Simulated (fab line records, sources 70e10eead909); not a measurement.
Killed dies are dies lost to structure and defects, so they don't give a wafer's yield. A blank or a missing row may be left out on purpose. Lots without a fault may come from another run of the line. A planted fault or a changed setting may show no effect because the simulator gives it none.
fab line records | flow nand_harc
record lots=6 wafers=18 last_day=24
route steps=1159 shown A_M0@1021 A_M1@1026 END@1159
lots that met no fault: from a run of the same line without faults
start_h: hours from the record's first day to the start of the lot's first wafer shown | wait_h: hours since the lot's step before | " the same as in the row above | L1.1+2: a row that stands for several wafers | - no value, or no start given | * or withheld: withheld | < > ~ a bound
route shown NAME@n: a module of which the file shows steps, and the number in the route of the first | usual: mean/standard deviation of fault-free wafers | same: alike in all rows | chamber/n: place in a boat | sites: the reading at each site | _std_site: their standard deviation | _edge_site: outer sites' mean less inner sites' | radius_mm: how far each site lies from the wafer's centre | mask NAME#n: copy n | behind: the tool/chamber that last shaped the wafer | hold: why the lot was held/for how many hours/how that ended | device: the transistor (n, p or np) that didn't switch | end of line: the same wafers' tests at the end of the route | a step without rows: its recipe alone | killed: dies lost to structure and defects at the first sort, not the wafer's yield | map: a wafer's dies, x killed, . not, _ none there
set.NAME: the setting as run; set.NAME@STEP: as run at that earlier step | model.NAME: the simulator's own value behind a step, which no gauge read
lots at some steps of the route; a table a step, a row a wafer
services: from which hour (start_h, from the record's first day; less than 0 if before it) a tool's chamber was out of use, for how many hours, and why
## steps
# step NHARC_A_M0_SRD_25
# step NHARC_A_M0_INSPECT_27
# usual raw_defect_count=475/150
# columns lot.wafer tool chamber start_h wait_h raw_defect_count
L743.4 defect_inspect-02 - 402.31 0.1 314
L743.5 " - " " 312
L743.6 " - " " 395
L749.3 defect_inspect-02 - 430.27 0.0 444
L749.5 " - " " 385
L749.6 " - " " 343
L748.1 defect_inspect-01 - 430.74 0.0 727
L748.3 " - " " 361
L748.4 " - " " 683
L758.1 defect_inspect-02 - 497.39 0.0 991
L758.4 " - " " 890
L758.6 " - " " 552
L760.2 defect_inspect-02 - 517.42 0.0 461
L760.5 " - " " 379
L760.6 " - " " 435
L766.4 defect_inspect-01 - 539.79 0.0 380
L766.5 " - " " 451
L766.6 " - " " 396
# step NHARC_A_M0_PRE_CLEAN_31
# recipe time_s=12 temp_c=370 rf_power_w=300 gas=NH3
# usual heater_power_outer_w=374/38 heater_power_w=645/73
# same time_s=12
# columns lot.wafer tool chamber start_h wait_h heater_power_outer_w heater_power_w
L743.4 pecvd-04 0 402.41 0.1 341 582
L743.6 " 0 " " 339 585
L743.5 " 1 " " 319 537
L749.3 pecvd-04 1 430.35 0.1 344 567
L749.5 " 0 " " 335 584
L749.6 " 2 " " 421 727
L748.1 pecvd-03 0 431.04 0.3 366 677
L748.3 " 1 " " 364 677
L748.4 " 1 " " 363 652
L758.1 pecvd-03 0 497.51 0.1 385 667
L758.4 " 2 " " 385 577
L758.6 " 0 " " 383 659
L760.2 pecvd-04 1 517.49 0.1 330 548
L760.6 " 1 " " 333 530
L760.5 " 0 " " 335 557
L766.4 pecvd-04 2 539.89 0.1 343 646
L766.5 " 0 " " 350 590
L766.6 " 1 " " 368 606
# step NHARC_A_M0_DEP_32
# recipe target_thk_a=300 temp_c=370 target_thk_nm=30 pressure_torr=3 flow_sccm=200 rf_w=450 material=SiCN
# usual heater_power_outer_w=335/36 heater_power_w=592/69 showerhead_vpp_V=1296/64
# columns lot.wafer tool chamber start_h wait_h heater_power_outer_w heater_power_w showerhead_vpp_V
L743.4 pecvd-04 0 402.62 0.2 290 525 1265
L743.6 " 0 " " 295 512 1289
L743.5 " 1 " " 340 548 1362
L749.3 pecvd-04 1 430.45 0.1 317 542 1371
L749.5 " 0 " " 253 455 1257
L749.6 " 2 " " 363 670 1215
L748.1 pecvd-03 0 431.11 0.1 333 605 1304
L748.3 " 1 " " 311 585 1374
L748.4 " 1 " " 311 589 1382
L758.1 pecvd-03 0 497.62 0.1 360 639 1284
L758.4 " 2 " " 379 574 1243
L758.6 " 0 " " 354 615 1267
L760.2 pecvd-04 1 517.57 0.1 299 507 1358
L760.6 " 1 " " 309 512 1347
L760.5 " 0 " " 313 549 1268
L766.4 pecvd-04 2 540.06 0.2 321 627 1242
L766.5 " 0 " " 277 477 1262
L766.6 " 1 " " 342 557 1377
# step NHARC_A_M1_DEP_00
# recipe target_thk_a=1825 target_thk_nm=182.5 temp_c=withheld pressure_torr=5 flow_sccm=200 rf_w=600 material=SiOC
# step NHARC_A_M1_DEHYDRATE_01
# recipe temp_c=150 time_s=120
# step NHARC_A_M1_HMDS_02
# recipe time_s=30
# step NHARC_A_M1_COAT_34
# recipe temp_c=200 time_s=65
# step NHARC_A_M1_COAT_03
# recipe spin_rpm=1500 resist_thk_nm=90
# step NHARC_A_M1_SOFTBAKE_04
# recipe temp_c=105 time_s=55
# step NHARC_A_M1_EBR_05
# step NHARC_A_M1_EXPOSE_06
# recipe na=1.35 target_cd_nm=120 dose_mj=75.13 mask_id=A_M1
# usual exposure_dose_mJ_cm2=75.06/0.087 stage_vel_mm_s=499.97/0.29
# columns lot.wafer tool chamber start_h wait_h mask exposure_dose_mJ_cm2 stage_vel_mm_s
L743.4 arfi_scanner-03 0 403.73 - A_M1#0 75.05 500.13
L743.5 " 0 " " A_M1#0 74.97 500.00
L743.6 " 0 " " A_M1#0 74.99 499.48
L749.3 arfi_scanner-01 0 431.59 - A_M1#0 114.86 500.18
L749.5 " 0 " " A_M1#0 114.92 499.71
L749.6 " 0 " " A_M1#0 114.85 499.78
L748.1 arfi_scanner-01 0 432.52 - A_M1#0 107.45 500.30
L748.3 " 0 " " A_M1#0 107.39 500.03
L748.4 " 0 " " A_M1#0 107.37 499.79
L758.1 arfi_scanner-02 0 498.68 - A_M1#0 75.14 500.04
L758.4 " 0 " " A_M1#0 75.00 499.85
L758.6 " 0 " " A_M1#0 75.29 500.04
L760.2 arfi_scanner-02 0 518.55 - A_M1#0 75.16 499.77
L760.5 " 0 " " A_M1#0 75.09 500.39
L760.6 " 0 " " A_M1#0 74.96 500.27
L766.4 arfi_scanner-03 0 540.92 - A_M1#0 74.98 500.05
L766.5 " 0 " " A_M1#0 75.02 500.02
L766.6 " 0 " " A_M1#0 75.08 499.83
# step NHARC_A_M1_PEB_07
# recipe peb_temp_c=100 peb_time_s=65
# step NHARC_A_M1_DEVELOP_08
# recipe develop_time_s=35 dev_temp_c=23
# step NHARC_A_M1_CD_MEAS_09
# recipe target_cd_nm=120 landing_energy_ev=500
# usual cd_nm=120.0/0.59
# columns lot.wafer tool chamber start_h wait_h cd_nm
L743.4 cd_sem-02 0 403.87 - 119.4
L743.5 " 0 " " 119.9
L743.6 " 0 " " 120.1
L749.3 cd_sem-02 0 431.72 - 145.7
L749.5 " 0 " " 144.8
L749.6 " 0 " " 146.0
L748.1 cd_sem-01 0 432.66 - 141.0
L748.3 " 0 " " 141.0
L748.4 " 0 " " 141.4
L758.1 cd_sem-02 0 498.82 - 119.8
L758.4 " 0 " " 118.8
L758.6 " 0 " " 119.8
L760.2 cd_sem-01 0 518.69 - 120.1
L760.5 " 0 " " 120.5
L760.6 " 0 " " 121.1
L766.4 cd_sem-01 0 541.06 - 119.6
L766.5 " 0 " " 120.1
L766.6 " 0 " " 120.1
# step NHARC_A_M1_OVL_MEAS_10
# recipe pitch_nm=240
# usual overlay_x_nm=0.0/0.89 overlay_y_nm=0.2/0.79
# columns lot.wafer tool chamber start_h wait_h overlay_x_nm overlay_y_nm
L743.4 overlay-02 - 403.95 - 1.4 0.7
L743.5 " - " " 1.0 0.8
L743.6 " - " " 0.9 0.7
L749.3 overlay-01 - 431.81 - 1.3 -1.6
L749.5 " - " " 2.0 -0.8
L749.6 " - " " 1.6 -0.5
L748.1 overlay-02 - 432.75 - -0.8 0.4
L748.3 " - " " -1.2 0.2
L748.4 " - " " -1.2 1.0
L758.1 overlay-01 - 498.91 - -0.2 0.4
L758.4 " - " " -0.8 -0.1
L758.6 " - " " -1.2 1.2
L760.2 overlay-02 - 518.78 - 0.8 -0.4
L760.5 " - " " 0.8 -0.3
L760.6 " - " " 0.8 -0.1
L766.4 overlay-02 - 541.14 - -0.9 2.2
L766.5 " - " " -0.7 2.4
L766.6 " - " " -1.4 2.1
# step NHARC_A_M1_INSPECT_11
# usual raw_defect_count=29/13
# columns lot.wafer tool chamber start_h wait_h raw_defect_count
L743.4 defect_inspect-02 - 404.00 0.1 16
L743.5 " - " " 13
L743.6 " - " " 12
L749.3 defect_inspect-02 - 431.85 0.0 36
L749.5 " - " " 29
L749.6 " - " " 30
L748.1 defect_inspect-02 - 432.78 0.0 34
L748.3 " - " " 25
L748.4 " - " " 30
L758.1 defect_inspect-01 - 498.95 0.0 40
L758.4 " - " " 34
L758.6 " - " " 30
L760.2 defect_inspect-01 - 518.81 0.0 42
L760.5 " - " " 44
L760.6 " - " " 26
L766.4 defect_inspect-02 - 541.17 0.0 51
L766.5 " - " " 41
L766.6 " - " " 48
# step NHARC_A_M1_DESCUM_14
# recipe time_s=3 o2_flow_sccm=200 ar_flow_sccm=0 bias_power_w=0 chemistry=O2
# usual drypump_motor_current_A=5.8/0.38 o2_flow_sccm=200.0/0.58 oes_product_au=1.002/0.0092 rf_vpp_V=57.8/0.82 showerhead_plenum_p_Torr=1.88/0.073 throttle_valve_pct=11.311/0.0091
# same time_s=3
# columns lot.wafer tool chamber start_h wait_h drypump_motor_current_A o2_flow_sccm oes_product_au rf_hours_counter_h rf_vpp_V showerhead_plenum_p_Torr throttle_valve_pct model.A_M1.cd_nm
L743.4 rie_diel-09 3 404.08 0.1 5.4 200.8 0.985 11 58.1 2.01 11.308 119.4
L743.6 " 1 " " 5.2 199.3 1.004 - 58.7 2.05 11.315 120.4
L743.5 " 2 " " 5.7 199.4 1.017 - 57.3 1.86 11.319 119.4
L749.3 rie_diel-08 3 431.91 0.1 5.4 200.2 1.011 9 57.7 1.91 11.300 145.4
L749.5 " 2 " " 5.5 199.6 0.989 - 56.0 1.84 11.316 144.7
L749.6 " 3 " " 5.4 200.6 1.010 - 58.7 1.91 11.310 145.3
L748.3 rie_diel-08 0 432.84 0.1 5.6 200.4 1.010 10 56.8 1.81 11.329 140.6
L748.1 " 2 " " 5.5 200.2 1.001 9 58.3 1.84 11.321 141
L748.4 " 3 " " 5.4 199.3 0.997 9 58.3 1.91 11.332 140.9
L758.1 rie_diel-08 0 499.01 0.1 5.6 201.4 1.002 2 58.6 1.81 11.315 119.6
L758.4 " 1 " " 6.1 200.6 0.990 1 57.7 1.81 11.295 118.5
L758.6 " 0 " " 5.6 200.8 1.004 - 58.2 1.81 11.305 119.9
L760.2 rie_diel-08 3 518.88 0.1 5.4 200.3 0.988 3 58.7 1.90 11.297 120.3
L760.5 " 3 " " 5.4 201.0 0.993 - 58.3 1.90 11.304 120.6
L760.6 " 0 " " 5.6 198.7 0.994 - 56.8 1.81 11.323 121.3
L766.4 rie_diel-13 3 541.24 0.1 6.6 199.9 1.005 2 58.1 1.95 11.306 120.3
L766.6 " 2 " " 5.9 200.9 1.018 - 58.3 1.81 11.309 120.1
L766.5 " 3 " " 6.6 200.4 1.011 - 58.8 1.95 11.317 120.7
# step NHARC_A_M1_ETCH_35
# recipe target_depth_a=400 overetch_a=120 time_s=43.94 ion_energy_ev=200 n2_flow_sccm=150 h2_flow_sccm=150 ar_flow_sccm=0 rf_w=400 bias_w=150 chemistry=N2/H2
# usual drypump_motor_current_A=5.8/0.35 oes_product_au=1.002/0.0099 rf_vpp_V=429.3/2.3 showerhead_plenum_p_Torr=2.00/0.078 throttle_valve_pct=14.172/0.0096
# same time_s=43.94
# columns lot.wafer tool chamber start_h wait_h drypump_motor_current_A oes_product_au rf_hours_counter_h rf_vpp_V showerhead_plenum_p_Torr throttle_valve_pct
L743.4 rie_diel-09 0 404.14 0.1 5.7 1.018 5 428.2 1.94 14.170
L743.5 " 0 " " 5.7 1.005 - 429.3 1.94 14.174
L743.6 " 1 " " 5.2 1.001 - 434.1 2.19 14.189
L749.3 rie_diel-08 2 432.11 0.2 5.5 0.993 9 428.1 1.96 14.165
L749.5 " 0 " " 5.6 1.003 - 426.6 1.92 14.167
L749.6 " 1 " " 6.1 1.016 - 429.0 1.92 14.172
L748.4 rie_diel-08 2 432.93 0.1 5.5 0.995 9 426.7 1.96 14.158
L748.3 " 3 " " 5.4 1.005 9 431.7 2.03 14.167
L748.1 " 1 " " 6.1 1.012 9 428.0 1.92 14.169
L758.4 rie_diel-08 1 499.10 0.1 6.1 1.008 1 426.3 1.92 14.177
L758.1 " 3 " " 5.4 0.983 1 429.5 2.03 14.167
L758.6 " 1 " " 6.1 0.998 - 426.5 1.92 14.174
L760.2 rie_diel-08 0 518.98 0.1 5.6 1.000 3 426.2 1.92 14.175
L760.5 " 1 " " 6.1 0.988 - 427.1 1.92 14.194
L760.6 " 2 " " 5.5 1.017 - 427.8 1.96 14.173
L766.4 rie_diel-13 0 541.34 0.1 6.1 0.989 2 427.4 1.96 14.186
L766.5 " 1 " " 5.9 0.993 - 430.1 2.06 14.162
L766.6 " 2 " " 5.9 1.014 - 427.4 1.93 14.166
# step NHARC_A_M1_ETCH_15
# recipe target_depth_a=1825 time_s=91.2 c4f8_flow_sccm=withheld ar_flow_sccm=400 rf_w=600 bias_w=300 chemistry=C4F8/Ar
# usual oes_product_au=0.952/0.022 rf_vpp_V=439.6/2.3
# same time_s=91.2
# columns lot.wafer tool chamber start_h wait_h oes_product_au rf_hours_counter_h rf_vpp_V
L743.4 rie_diel-09 1 - - 0.921 11 443.0
L743.5 " 3 " " 0.908 - 443.5
L743.6 " 0 " " 0.929 - 438.8
L749.3 rie_diel-08 0 - - 0.915 9 437.5
L749.6 " 3 " " 0.922 - 439.7
L749.5 " 0 " " 0.918 - 437.2
L748.1 rie_diel-08 1 - - 0.931 9 436.9
L748.3 " 2 " " 0.915 9 439.2
L748.4 " 3 " " 0.921 10 438.7
L758.4 rie_diel-08 2 - - 0.978 1 436.9
L758.1 " 3 " " 0.963 1 441.1
L758.6 " 3 " " 0.950 - 441.0
L760.2 rie_diel-08 1 - - 0.970 2 436.9
L760.6 " 0 " " 0.961 - 438.9
L760.5 " 1 " " 0.969 - 438.6
L766.4 rie_diel-13 0 - - 0.971 2 438.5
L766.6 " 1 " " 0.965 - 442.2
L766.5 " 2 " " 0.966 - 437.6
# step NHARC_A_M1_CD_MEAS_16
# usual cd_nm=120.2/0.76
# columns lot.wafer tool chamber start_h wait_h cd_nm
L743.4 cd_sem-02 - 404.37 - 119.2
L743.5 " - " " 119.2
L743.6 " - " " 119.7
L749.3 cd_sem-01 - 432.33 - 145.6
L749.5 " - " " 144.5
L749.6 " - " " 146.0
L748.1 cd_sem-03 - 433.15 - 141.5
L748.3 " - " " 140.3
L748.4 " - " " 141.3
L758.1 cd_sem-03 - 499.32 - 119.4
L758.4 " - " " 118.9
L758.6 " - " " 119.9
L760.2 cd_sem-01 - 519.18 - 121.1
L760.5 " - " " 121.1
L760.6 " - " " 121.9
L766.4 cd_sem-01 - 541.55 - 120.7
L766.5 " - " " 120.9
L766.6 " - " " 120.8
# step NHARC_A_M1_STRIP_18
# recipe power_w=1000 n2_flow_sccm=150 h2_flow_sccm=150 ar_flow_sccm=0 bias_w=0 chemistry=N2/H2
# usual drypump_motor_current_A=5.9/0.42 oes_product_au=0.999/0.0091 rf_vpp_V=90.4/0.92 showerhead_plenum_p_Torr=2.02/0.085 throttle_valve_pct=14.172/0.0093
# columns lot.wafer tool chamber start_h wait_h drypump_motor_current_A oes_product_au rf_hours_counter_h rf_vpp_V showerhead_plenum_p_Torr throttle_valve_pct
L743.4 rie_diel-13 1 404.51 0.1 6.0 1.003 2 90.5 2.07 14.179
L743.5 " 2 " " 5.9 0.993 - 90.8 1.93 14.153
L743.6 " 3 " " 6.7 0.998 - 90.7 2.08 14.178
L749.3 rie_diel-13 2 432.52 0.2 6.0 0.991 4 87.9 1.93 14.165
L749.6 " 3 " " 6.6 0.986 - 90.4 2.08 14.187
L749.5 " 0 " " 6.1 0.982 - 89.9 1.96 14.166
L748.1 rie_diel-13 2 433.24 0.1 5.9 0.992 4 90.3 1.93 14.187
L748.3 " 3 " " 6.6 0.998 4 89.6 2.08 14.181
L748.4 " 0 " " 6.1 0.996 3 89.8 1.96 14.165
L758.4 rie_diel-09 2 499.44 0.1 5.7 1.013 5 89.2 1.98 14.163
L758.1 " 3 " " 5.4 0.995 4 90.9 2.14 14.179
L758.6 " 1 " " 5.2 1.002 - 91.4 2.19 14.179
L760.2 rie_diel-08 3 519.28 0.1 5.4 0.992 3 90.1 2.03 14.177
L760.5 " 2 " " 5.5 1.008 - 90.3 1.96 14.183
L760.6 " 3 " " 5.4 0.989 - 90.5 2.03 14.166
L766.4 rie_diel-13 2 541.66 0.1 5.9 1.011 2 89.6 1.93 14.175
L766.5 " 0 " " 6.1 1.005 - 90.2 1.96 14.172
L766.6 " 1 " " 6.0 0.999 - 91.1 2.06 14.172
# step NHARC_A_M1_ETCH_28
# recipe target_depth_a=300 over_etch_frac=0.3 time_s=72.99 ion_energy_ev=150 cf4_flow_sccm=50 n2_flow_sccm=100 ar_flow_sccm=150 rf_w=300 bias_w=100 chemistry=CF4/N2
# usual drypump_motor_current_A=5.9/0.41 oes_product_au=1.000/0.0094 rf_vpp_V=313.7/1.8 showerhead_plenum_p_Torr=2.60/0.099 throttle_valve_pct=19.794/0.0091
# same time_s=72.99
# columns lot.wafer tool chamber start_h wait_h drypump_motor_current_A oes_product_au rf_hours_counter_h rf_vpp_V showerhead_plenum_p_Torr throttle_valve_pct model.A_M1.cd_nm
L743.4 rie_diel-13 0 - - 6.1 0.999 3 311.9 2.53 19.791 118.2
L743.5 " 2 " " 5.9 0.993 - 312.2 2.49 19.801 119.1
L743.6 " 3 " " 6.7 0.988 - 313.4 2.67 19.811 120.2
L749.3 rie_diel-13 3 - - 6.7 0.998 4 314.1 2.67 19.794 145.7
L749.6 " 2 " " 5.9 0.997 - 311.5 2.49 19.785 146.5
L749.5 " 3 " " 6.6 0.996 - 314.5 2.67 19.798 144.5
L748.3 rie_diel-13 0 - - 6.1 0.978 3 313.4 2.53 19.804 140.6
L748.4 " 1 " " 6.0 1.005 3 315.7 2.66 19.788 141.4
L748.1 " 2 " " 5.9 0.995 4 312.6 2.49 19.814 141.4
L758.4 rie_diel-09 2 - - 5.7 1.001 5 313.5 2.56 19.797 119
L758.1 " 3 " " 5.5 0.990 4 316.2 2.74 19.784 119.6
L758.6 " 1 " " 5.2 1.006 - 317.3 2.80 19.783 120.8
L760.2 rie_diel-08 2 - - 5.5 1.001 3 313.1 2.53 19.792 120.3
L760.5 " 0 " " 5.6 1.004 - 312.6 2.48 19.788 120.8
L760.6 " 1 " " 6.2 0.994 - 311.8 2.48 19.787 121.8
L766.4 rie_diel-13 3 - - 6.6 0.997 2 314.4 2.67 19.791 120.2
L766.5 " 2 " " 5.9 1.011 - 310.7 2.49 19.808 119.7
L766.6 " 3 " " 6.6 0.998 - 315.2 2.67 19.801 120.2
# step NHARC_A_M1_STRIP_19
# recipe time_s=600 temp_c=30 chemistry=post_etch_residue_remover
# step NHARC_END_SORT_01
# recipe temp_c=25
# usual defect_limited_yield=95.6/1.6 killed_at_array=26/10 killed_at_other=0.5/0.87 killed_at_periphery=3.0/2.5 killed_dies=29/11 killed_open=3.3/1.9 killed_short=1.8/1.5 sort_bin_2_pct=1.3/0.63 sort_bin_3_pct=0.25/0.22 sort_bin_4_pct=2.8/1.1 sort_n_pass=648/11 sort_rim_yield_pct=96.5/2.6 sort_yield_pct=95.6/1.6
# same gross_dies=677 sort_bin_5_pct[%]=0 sort_bin_6_pct[%]=0 sort_bin_7_pct[%]=0 sort_bin_8_pct[%]=0 sort_rim_n_gross=106.00
# columns lot.wafer tool chamber start_h wait_h defect_limited_yield[%] killed_at_array killed_at_other killed_at_periphery killed_dies killed_open killed_short sort_bin_2_pct[%] sort_bin_3_pct[%] sort_bin_4_pct[%] sort_n_pass sort_rim_yield_pct[%] sort_yield_pct[%]
L743.4 prober-02 0 441.56 3.4 97.5 16 1 0 17 1 2 0 0 2.5 660 95.3 97.5
L743.5 prober-02 0 442.36 3.7 98.2 9 1 2 12 3 1 0.4 0.15 1.2 665 100.0 98.2
L743.6 prober-02 0 443.15 4.0 97.3 14 0 4 18 2 5 0.6 0.15 1.9 659 98.1 97.3
L749.3 prober-01 0 469.73 3.1 95.1 31 0 2 33 3 2 1.8 0.30 2.8 644 93.4 95.1
L749.5 prober-01 0 471.31 3.7 96.3 21 0 4 25 0 1 1.5 0.15 2.1 652 93.4 96.3
L749.6 prober-01 0 472.10 3.9 95.9 28 0 0 28 4 0 1.9 0.30 1.9 649 100.0 95.9
L748.1 prober-02 0 471.00 2.5 94.4 32 0 6 38 1 4 1.8 0.30 3.5 639 96.2 94.4
L748.3 prober-02 0 472.58 3.1 95.7 23 0 6 29 5 0 1.2 0.15 3.0 648 100.0 95.7
L748.4 prober-02 0 473.37 3.4 96.0 25 0 2 27 2 1 1.6 0.15 2.2 650 98.1 96.0
L758.1 prober-01 0 534.21 2.5 94.2 35 0 4 39 1 4 1.0 0.74 4.0 638 94.3 94.2
L758.4 prober-01 0 536.66 3.4 95.6 26 0 4 30 6 2 2.7 0 1.8 647 93.4 95.6
L758.6 prober-01 0 538.30 4.1 96.2 25 0 1 26 2 0 0.3 0 3.5 651 95.3 96.2
L760.2 prober-01 0 558.72 2.8 93.5 38 1 5 44 5 4 1.3 0.30 4.9 633 94.3 93.5
L760.5 prober-01 0 561.09 3.7 94.5 34 0 3 37 3 1 2.1 0.44 3.0 640 95.3 94.5
L760.6 prober-01 0 561.89 4.0 95.6 26 1 3 30 6 2 1.5 0.89 2.1 647 97.2 95.6
L766.4 prober-01 0 584.60 3.4 93.2 40 1 5 46 3 3 1.9 0.44 4.4 631 88.7 93.2
L766.5 prober-01 0 585.40 3.7 94.1 35 2 3 40 6 1 1.8 0.30 3.8 637 91.5 94.1
L766.6 prober-01 0 586.19 4.0 92.6 45 1 4 50 3 3 2.4 0.30 4.7 627 93.4 92.6
# killed by level:class
L743.4 A_CHANNEL_HOLE_D1:chamber_film_flake=5 A_CONTACT:chamber_film_flake=3 A_ZERO_WELL:chamber_film_flake=2 A_SLIT:chamber_film_flake=2 A_CHANNEL_FILL_D1:geometric_particle:open=1 A_WL_FILL:geometric_particle:short=1 A_M0:geometric_particle:short=1 A_CHANNEL_FILL_D1:chamber_film_flake=1
L743.5 A_CHANNEL_HOLE_D1:chamber_film_flake=3 A_BLC:geometric_particle:open=2 P_M1:geometric_particle:short=1 A_WL_FILL:geometric_particle:open=1 P_ZERO_WELL:chamber_film_flake=1 A_SLIT:unspecified=1 A_SLIT:chamber_film_flake=1 A_CONTACT:chamber_film_flake=1
L743.6 A_ZERO_WELL:chamber_film_flake=3 A_WL_FILL:geometric_particle:short=2 A_CHANNEL_HOLE_D1:chamber_film_flake=2 A_CHANNEL_FILL_D1:chamber_film_flake=2 P_CONTACT:geometric_particle:open=1 A_CHANNEL_FILL_D1:geometric_particle:short=1 A_SLIT:geometric_particle:short=1 A_WL_FILL:geometric_particle:open=1
L749.3 A_SLIT:chamber_film_flake=13 A_CHANNEL_FILL_D1:chamber_film_flake=7 A_CHANNEL_HOLE_D1:chamber_film_flake=4 A_SGD_CUT:chamber_film_flake=2 A_ONON_D1:geometric_particle:short=1 A_ONON_D1:geometric_particle:open=1 A_CHANNEL_HOLE_D1:geometric_particle:open=1 A_WL_FILL:geometric_particle:short=1
L748.1 A_CHANNEL_HOLE_D1:chamber_film_flake=18 A_SGD_CUT:chamber_film_flake=5 P_ZERO_WELL:chamber_film_flake=4 A_WL_FILL:geometric_particle:short=3 A_CHANNEL_FILL_D1:chamber_film_flake=3 A_CONTACT:chamber_film_flake=2 P_M2:geometric_particle:short=1 A_SGD_CUT:geometric_particle:open=1
L749.5 A_SLIT:chamber_film_flake=12 P_STI:chamber_film_flake=4 A_CHANNEL_FILL_D1:chamber_film_flake=3 A_CHANNEL_HOLE_D1:chamber_film_flake=2 A_STAIRCASE:chamber_film_flake=2 A_ONON_D1:geometric_particle:short=1 A_SGD_CUT:chamber_film_flake=1
L749.6 A_SLIT:chamber_film_flake=16 A_CHANNEL_FILL_D1:chamber_film_flake=4 A_CHANNEL_HOLE_D1:geometric_particle:open=2 A_CHANNEL_HOLE_D1:chamber_film_flake=2 A_CHANNEL_FILL_D1:geometric_particle:open=1 A_CONTACT:geometric_particle:open=1 A_STAIRCASE:chamber_film_flake=1 A_CONTACT:chamber_film_flake=1
L748.3 A_CHANNEL_HOLE_D1:chamber_film_flake=13 P_ZERO_WELL:chamber_film_flake=3 A_CONTACT:chamber_film_flake=3 A_CONTACT:geometric_particle:open=2 A_SGD_CUT:chamber_film_flake=2 P_GATE:geometric_particle:open=1 P_M0:geometric_particle:open=1 A_M1:geometric_particle:open=1
L748.4 A_CHANNEL_HOLE_D1:chamber_film_flake=15 A_CONTACT:chamber_film_flake=4 P_ZERO_WELL:chamber_film_flake=2 A_SGD_CUT:chamber_film_flake=2 A_SOURCE_PLATE:geometric_particle:short=1 A_WL_FILL:geometric_particle:open=1 A_CONTACT:geometric_particle:open=1 A_CHANNEL_FILL_D1:chamber_film_flake=1
L758.1 A_SLIT:chamber_film_flake=20 A_STAIRCASE:chamber_film_flake=5 A_CHANNEL_HOLE_D1:chamber_film_flake=3 A_CONTACT:chamber_film_flake=3 A_CHANNEL_FILL_D1:geometric_particle:short=2 P_M0:geometric_particle:short=1 A_BLC:geometric_particle:open=1 A_M1:geometric_particle:short=1
L758.4 A_SLIT:chamber_film_flake=15 A_CHANNEL_HOLE_D1:chamber_film_flake=3 A_CONTACT:geometric_particle:open=2 A_CONTACT:chamber_film_flake=2 P_STI:geometric_particle:open=1 P_ZERO_WELL:chamber_film_flake=1 P_GATE:geometric_particle:open=1 P_M0:geometric_particle:open=1
L758.6 A_SLIT:chamber_film_flake=14 A_CHANNEL_HOLE_D1:chamber_film_flake=5 A_STAIRCASE:chamber_film_flake=4 A_CHANNEL_FILL_D1:geometric_particle:open=1 A_M1:geometric_particle:open=1 P_M0:chamber_film_flake=1
L760.2 A_CHANNEL_HOLE_D1:chamber_film_flake=21 A_CONTACT:chamber_film_flake=5 A_STAIRCASE:chamber_film_flake=4 A_WL_FILL:geometric_particle:short=2 P_STI:chamber_film_flake=2 P_CONTACT:geometric_particle:open=1 P_M0:geometric_particle:open=1 A_CHANNEL_FILL_D1:geometric_particle:short=1
L760.5 A_CHANNEL_HOLE_D1:chamber_film_flake=21 A_STAIRCASE:chamber_film_flake=5 A_CONTACT:chamber_film_flake=5 P_STI:chamber_film_flake=2 P_GATE:geometric_particle:open=1 A_SOURCE_PLATE:geometric_particle:short=1 A_CHANNEL_FILL_D1:geometric_particle:open=1 A_M0:geometric_particle:open=1
L760.6 A_CHANNEL_HOLE_D1:chamber_film_flake=16 A_CONTACT:chamber_film_flake=4 P_GATE:geometric_particle:open=1 P_M0:geometric_particle:short=1 A_SOURCE_PLATE:geometric_particle:open=1 A_STAIRCASE:chamber_film_flake=1 A_WL_FILL:geometric_particle:open=1 A_CONTACT:geometric_particle:open=1
L766.4 A_SLIT:chamber_film_flake=12 A_CHANNEL_HOLE_D1:chamber_film_flake=9 A_CONTACT:chamber_film_flake=9 A_STAIRCASE:chamber_film_flake=5 P_GATE:chamber_film_flake=2 A_M0:chamber_film_flake=2 P_GATE:geometric_particle:open=1 P_GATE:geometric_particle:short=1
L766.5 A_SLIT:chamber_film_flake=14 A_CHANNEL_HOLE_D1:chamber_film_flake=10 A_SGD_CUT:geometric_particle:open=2 A_STAIRCASE:chamber_film_flake=2 A_CONTACT:chamber_film_flake=2 THIN_TSV:chamber_film_flake=2 P_GATE:geometric_particle:open=1 P_CONTACT:geometric_particle:open=1
L766.6 A_SLIT:chamber_film_flake=21 A_CHANNEL_HOLE_D1:chamber_film_flake=7 A_CONTACT:chamber_film_flake=7 A_STAIRCASE:chamber_film_flake=5 A_WL_FILL:geometric_particle:short=2 P_GATE:chamber_film_flake=2 P_M1:geometric_particle:open=1 A_SOURCE_PLATE:geometric_particle:short=1
## services
# columns tool chamber start_h hours kind
rie_diel-08 0 384.57 - clean
rie_diel-08 1 384.57 - clean
rie_diel-08 2 384.57 - clean
rie_diel-08 3 384.57 - clean
arfi_scanner-03 - 404.10 0.2 repair
arfi_scanner-02 - 428.00 4.0 pm
rie_diel-09 - 431.10 9.0 pm
arfi_scanner-02 - 436.36 17.2 repair
rie_diel-08 1 448.29 1.4 repair
pecvd-03 - 448.93 0.7 repair
rie_diel-13 - 453.00 9.0 pm
arfi_scanner-01 - 467.87 0.2 repair
pecvd-03 - 473.55 13.0 pm
rie_diel-08 0 476.64 8.5 repair
rie_diel-08 - 479.07 9.0 pm
arfi_scanner-03 - 484.00 4.0 pm
rie_diel-09 3 486.74 2.6 repair
arfi_scanner-03 - 488.92 6.2 repair
pecvd-04 1 489.99 3.5 repair
arfi_scanner-01 - 496.39 1.4 repair
arfi_scanner-01 - 513.39 5.1 repair
arfi_scanner-03 - 517.23 4.9 repair
arfi_scanner-03 - 539.03 1.3 repair
arfi_scanner-01 - 540.27 4.0 pm
## key
first_sign step=NHARC_A_M1_EXPOSE_06 reading=exposure_dose_mJ_cm2 direction=up sigmas=99+ usual=75.06 struck=111.14
effect step=NHARC_A_M1_CD_MEAS_09 reading=cd_nm direction=up sigmas=39 usual=120.0 struck=143.3 through=control_loop
effect step=NHARC_A_M1_CD_MEAS_16 reading=cd_nm direction=up sigmas=30 usual=120.2 struck=143.2 through=control_loop
model_effect step=NHARC_A_M1_DESCUM_14 value=A_M1.cd_nm without=119.6 struck=143
model_effect step=NHARC_A_M1_ETCH_28 value=A_M1.cd_nm without=120 struck=143.3
met_at NHARC_A_M1_EXPOSE_06
struck_wafers L748.1,L748.3,L748.4,L749.3,L749.5,L749.6
loop_trim step=NHARC_A_M1_EXPOSE_06 setting=dose lots=L748
fault kind=process_parameter_drift tool=arfi_scanner-01 chamber=- onset_h=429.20 steps=NHARC_A_M1_EXPOSE_06 channel=dose_mj offset=39.843 shape=step acts_in=these_recipes_only stated=75.13
# loop_trim: a control loop set the setting to another value than it would have without faults
